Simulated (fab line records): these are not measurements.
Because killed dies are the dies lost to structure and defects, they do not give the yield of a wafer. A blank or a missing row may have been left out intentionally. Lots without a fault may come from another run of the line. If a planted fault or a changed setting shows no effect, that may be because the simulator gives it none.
fab line records    flow n5_finfet
[record] lots = 4  wafers = 12  last_day = 17
route steps=1938 shown DUMMY_GATE@247 SPACER0@258 SD_EPI_N@262 SD_EPI_P@326
lots untouched by any fault: they come from a run of this same line in which no faults occurred
start_h: the number of hours between the record's first day and the start of the first shown wafer of the lot    wait_h: time in hours since the lot's previous step    " as in the row above    L1.1+2: a single row standing in for several wafers    - no value present, or no start provided    * or withheld: withheld    < > ~ a bound
route shown NAME@n: a module of which the file shows steps, and the number in the route of the first    usual: average and standard deviation across the fault-free wafers    same: alike in all rows    chamber/n: place in a boat    sites: the reading at each site    _std_site: the standard deviation of these    _edge_site: outer sites' mean less inner sites'    radius_mm: how far each site lies from the wafer's centre    mask NAME#n: copy n    behind: the tool/chamber that last shaped the wafer    hold: cause of the lot's hold/its duration in hours/its outcome    device: whichever transistor did not switch (one of n, p or np)    end of line: the same wafers' tests at the end of the route    for a step that has no rows: nothing shown but its recipe    killed: not the wafer's yield, but the dies lost to structure and defects at the first sort    map: shows each die of a wafer: x if killed, . if not, _ if none is there
set.NAME: the setting the step ran with; set.NAME@STEP: the setting that earlier step ran with    model.NAME: the simulator's own value behind a step, which no gauge read
a table for each step, a row for each wafer; lots at some steps of the route
services: the hour from which a tool's chamber was out of use, counted from the record's first day as start_h (under 0 if before that day), plus the number of hours and why
[[steps]]
[step N5_DUMMY_GATE_ETCH_23]
[recipe] chemistry = HBr/Cl2/O2  HBr_flow_sccm = 150  Cl2_flow_sccm = 80  O2_flow_sccm = 12  bias_w = 102  target_depth_a = 410  time_s = 22.3  target = poly-Si  mask_material = SiO2  pressure_mtorr = 10  icp_w = 800
[step N5_DUMMY_GATE_ETCH_44]
[recipe] chemistry = HBr/O2  over_etch_frac = 0.7  target_depth_a = 1275  stop_on = SiO2  ion_energy_ev = 60  bias_w = 20  target = poly-Si  mask_material = SiO2  pressure_mtorr = 20  icp_w = 400  HBr_flow_sccm = 120  O2_flow_sccm = 10
[step N5_DUMMY_GATE_ETCH_42]
[recipe] chemistry = CHF3/O2  target = SiO2  target_depth_a = 35  time_s = 31  ion_energy_ev = 30  bias_w = 12  pressure_mtorr = 30  source_w = 600  Ar_flow_sccm = 200  CHF3_flow_sccm = 50  O2_flow_sccm = 5
[step N5_DUMMY_GATE_STRIP_48]
[recipe] chemistry = N2/H2  time_s = 20  power_w = 100  temp_c = 40  pressure_mtorr = 100  rf_frequency_hz = 6e+07  bias_power_w = 3  n2_flow_sccm = 300  h2_flow_sccm = 300
[step N5_DUMMY_GATE_PRECLEAN_33]
[recipe] chemistry = dHF  time_s = 10  dilution = 750:1  temp_c = 25
[step N5_DUMMY_GATE_PRECLEAN_25]
[recipe] chemistry = O3/DIW  time_s = 45  temp_c = 22  o3_ppm = 10
[step N5_DUMMY_GATE_PRECLEAN_51]
[recipe] chemistry = SC2  time_s = 45  temp_c = 35  mix = 1:1:50
[step N5_DUMMY_GATE_SRD_26]
[recipe] dry = ipa_marangoni  time_s = 30  temp_c = 23  rinse_liquid = diw
[step N5_DUMMY_GATE_UV_OZONE_45]
[recipe] time_s = 120  pressure_torr = 760  temp_c = 25
[step N5_SPACER0_ALD_07]
[recipe] material = SiNx  target_thk_a = 20  temp_c = 400  ald_precursor_family = SiH2I2  ald_co_reactant = N2/H2-plasma  pressure_torr = 2
[step N5_SPACER0_ALD_00]
[recipe] material = SiOCN  target_thk_a = 35  temp_c = 400  ald_precursor_family = alkyl-aminosilane  ald_co_reactant = O2/N2-plasma  pulse_time_s = 3  purge_time_s = 2  co_reactant_purge_time_s = 2  ald_cycles = 58  pressure_torr = 2
[usual] ald_cycles = 58/0  heater_power_w = 863/89  precursor_pulse_height_rel = 0.999/0.02
[same] pulse_time_s = 3
lot.wafer  tool        chamber  start_h  wait_h  ald_cycles  heater_power_w  precursor_pulse_height_rel  model.SiOCN_of_SPACER0_ALD_00.thk_nm
L813.4     ald_sin-03  2        60.54    0.1     58          976             0.970                       3.6
L813.5     "           0        "        "       58          879             1.007                       3.4
L813.6     "           3        "        "       58          787             0.978                       3.6
L816.2     ald_sin-03  3        77.95    0.1     72          782             1.008                       4.4
L816.3     "           0        "        "       58          878             1.039                       3.4
L816.5     "           0        "        "       58          903             1.013                       3.4
L820.2     ald_sin-03  1        103.49   0.1     72          737             0.975                       4.4
L820.4     "           0        "        "       58          932             1.010                       3.6
L820.5     "           2        "        "       58          974             0.974                       3.4
L834.1     ald_sin-02  3        188.73   0.1     58          1044            0.968                       3.4
L834.4     "           0        "        "       58          889             0.959                       3.6
L834.5     "           2        "        "       58          936             1.008                       3.6
[step N5_SPACER0_ALD_08]
[recipe] material = SiNx  target_thk_a = 20  temp_c = 400  ald_precursor_family = SiH2I2  ald_co_reactant = N2/H2-plasma  pressure_torr = 2
[step N5_SD_EPI_N_COAT_32]
[recipe] resist = SOC  temp_c = 250  time_s = 60  spin_rpm = 1500  resist_thk_nm = 350
[step N5_SD_EPI_N_COAT_33]
[recipe] resist = SiARC  temp_c = 220  time_s = 60  spin_rpm = 1500  resist_thk_nm = 35
[step N5_SD_EPI_N_COAT_03]
[recipe] resist = CAR-ArF-block  spin_rpm = 1500  resist_thk_nm = 150
[step N5_SD_EPI_N_EBR_05]
[recipe] solvent = PGMEA  ebr_width_mm = 1.5
[step N5_SD_EPI_N_SOFTBAKE_04]
[recipe] temp_c = 110  time_s = 60  resist = CAR-ArF-block
[step N5_SD_EPI_N_EXPOSE_06]
[recipe] mask_id = SD_N_BLK  na = 1.35  source_shape = conventional  sigma_outer = 0.8  polarization = unpolarized  target_cd_nm = 120  dose_mj = 39.75
[step N5_SD_EPI_N_PEB_07]
[recipe] peb_temp_c = 110  peb_time_s = 60  resist = CAR-ArF-block
[step N5_SD_EPI_N_DEVELOP_08]
[recipe] develop_time_s = 30  developer = TMAH  resist = CAR-ArF-block  dev_temp_c = 23  rinse_liquid = diw  dry = air_spin
[step N5_SD_EPI_N_DESCUM_14]
[recipe] chemistry = O2  time_s = 7.9  source_power_w = 50  bias_power_w = 20  pressure_mtorr = 20  rf_frequency_hz = 2.712e+07  temp_c = 40  resist = CAR-ArF-block  o2_flow_sccm = 225
[step N5_SD_EPI_N_ETCH_34]
[recipe] chemistry = CF4  target = SiARC  target_depth_a = 455  mask_material = CAR-ArF-block  time_s = 75.8  ion_energy_ev = 80  pressure_mtorr = 40  source_w = 545  bias_w = 36  Ar_flow_sccm = 100  cf4_flow_sccm = 100  ends = cleared
[step N5_SD_EPI_N_ETCH_35]
[recipe] chemistry = N2/H2  target = SOC  overetch_a = 1080  mask_material = SiARC  temp_c = 40  ion_energy_ev = 100  source_w = 3000  bias_w = 133  pressure_mtorr = 20  time_s = 486  n2_flow_sccm = 200  h2_flow_sccm = 200
[step N5_SD_EPI_N_STRIP_36]
[recipe] chemistry = N2/H2  temp_c = 40  n2_flow_sccm = 200  h2_flow_sccm = 200  rf_frequency_hz = 6e+07
[step N5_SD_EPI_N_ETCHBACK_44]
[recipe] chemistry = CH3F/O2  mode = anisotropic_etchback  target = SiNx  target_depth_a = 145  stop_on = SiO2  over_etch_frac = 0.3  ion_energy_ev = 120  pressure_mtorr = 30  source_w = 395  bias_w = 73  Ar_flow_sccm = 150  CH3F_flow_sccm = 30  O2_flow_sccm = 20
[step N5_SD_EPI_N_ETCH_45]
[recipe] chemistry = CH3F/O2  target = SiOCN  target_depth_a = 60  mask_material = SOC  ion_energy_ev = 60  bias_w = 29  pressure_mtorr = 15  source_w = 410  Ar_flow_sccm = 150  CH3F_flow_sccm = 30  O2_flow_sccm = 20
[step N5_SD_EPI_N_ETCH_16]
[recipe] chemistry = CHF3/O2  target = SiO2  target_depth_a = 50  mask_material = SOC  pressure_mtorr = 30  source_w = 650  bias_w = 170  Ar_flow_sccm = 200  CHF3_flow_sccm = 50  O2_flow_sccm = 5  ion_energy_ev = 200
[step N5_SD_EPI_N_STRIP_47]
[recipe] chemistry = CHF3/O2  resist = SiARC  rf_frequency_hz = 6e+07
[step N5_SD_EPI_N_SD_RECESS_17]
[recipe] chemistry = HBr/Cl2/O2  target_depth_a = 410  mask_material = SOC  time_s = 23.7  bt_time_s = 3  pressure_mtorr = 10  icp_w = 800  bias_w = 112  HBr_flow_sccm = 150  Cl2_flow_sccm = 80  O2_flow_sccm = 12
[step N5_SD_EPI_N_STRIP_38]
[recipe] chemistry = N2/H2  power_w = 1000  temp_c = 250  h2_frac = 0.65  overash_fraction = 0.3  pressure_mtorr = withheld  n2_flow_sccm = 1750  h2_flow_sccm = 3250
[step N5_SD_EPI_N_WET_ETCH_43]
[recipe] chemistry = dHF  dilution = withheld  time_s = 14  target = SiO2  target_depth_a = 15  temp_c = 25
[step N5_SD_EPI_N_STRIP_18]
[recipe] chemistry = SPM  time_s = 750  temp_c = 130  h2so4_h2o2_vol_ratio = 4
[step N5_SD_EPI_N_SRD_20]
[recipe] dry = ipa_marangoni  do_ppb = 5  time_s = 30  temp_c = 23  rinse_liquid = diw
[step N5_SD_EPI_N_PRECLEAN_48]
[recipe] chemistry = NF3:NH3  afs_cycles = 2  temp_c = 30  time_s = 20  sublimation_temp_c = 180  sublimation_time_s = 60  pressure_torr = 3  rf_power_w = 30
[step N5_SD_EPI_N_VAPOR_ETCH_50]
[recipe] chemistry = HCl  target = Si  temp_c = 775  time_s = 54  pressure_torr = 20  mode = isotropic
[step N5_SD_EPI_N_EPI_21]
[recipe] material = Si:P  dopant = P  temp_c = 680  pressure_torr = 255  time_s = 690
[step N5_SD_EPI_P_PRECLEAN_32]
[recipe] chemistry = dHF  time_s = 10  dilution = 500:1  temp_c = 25
lot.wafer   tool          chamber  start_h  wait_h  model.SiOCN_of_SPACER0_ALD_00.thk_nm
L813.4+5+6  wet_bench-01  5,1,0    70.45    0.0     3.4
L816.2      wet_bench-02  5        88.47    0.0     4.2
L816.3+5    "             2,6      "        "       3.4
L820.2      wet_bench-01  7        113.31   0.0     4.2
L820.4+5    "             0,6      "        "       3.4
L834.1+4+5  wet_bench-05  5,1,4    197.87   0.0     3.4
[[services]]
tool          chamber  start_h  hours  kind
ald_sin-02    1        56.56    12.0   repair
ald_sin-02    -        69.06    6.0    pm
ald_sin-03    -        85.54    14.0   pm
ald_sin-03    0        85.54    14.0   vent_cycle
ald_sin-03    1        85.54    14.0   vent_cycle
ald_sin-03    2        85.54    14.0   vent_cycle
ald_sin-03    3        85.54    14.0   vent_cycle
ald_sin-02    -        88.84    0.5    repair
ald_sin-03    0        99.54    -      clean
ald_sin-03    1        99.54    -      clean
ald_sin-03    2        99.54    -      clean
ald_sin-03    3        99.54    -      clean
wet_bench-02  -        101.00   2.9    repair
ald_sin-03    -        183.57   6.1    pm
[[key]]
[first_sign] step = N5_SPACER0_ALD_00  reading = ald_cycles  direction = up  sigmas = 99+  usual = *  struck = *
effect none on later readings
[model_effect] step = N5_SPACER0_ALD_00  value = SiOCN_of_SPACER0_ALD_00.thk_nm  without = 3.4  struck = 4.4
[model_effect] step = N5_SD_EPI_P_PRECLEAN_32  value = SiOCN_of_SPACER0_ALD_00.thk_nm  without = 3.4  struck = 4.2
met_at N5_SPACER0_ALD_00
struck_wafers L816.2,L820.2
tester_left_out L816,L820
onset_between 60.54 77.95
[fault] kind = process_parameter_drift  tool = ald_sin-03  chamber = -  onset_h = 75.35  steps = N5_SPACER0_ALD_00  channel = ald_cycles  offset = *  shape = step  end_h = 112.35  scope = struck_wafers_only  acts_in = *  stated = *
// tester_left_out: of these lots the tester's yield and bins aren't shown, on N5 and GAA mostly nor the transistor test; their killed dies are dies lost to structure and defects alone, not to doping, threshold or leakage, so they don't give the yield
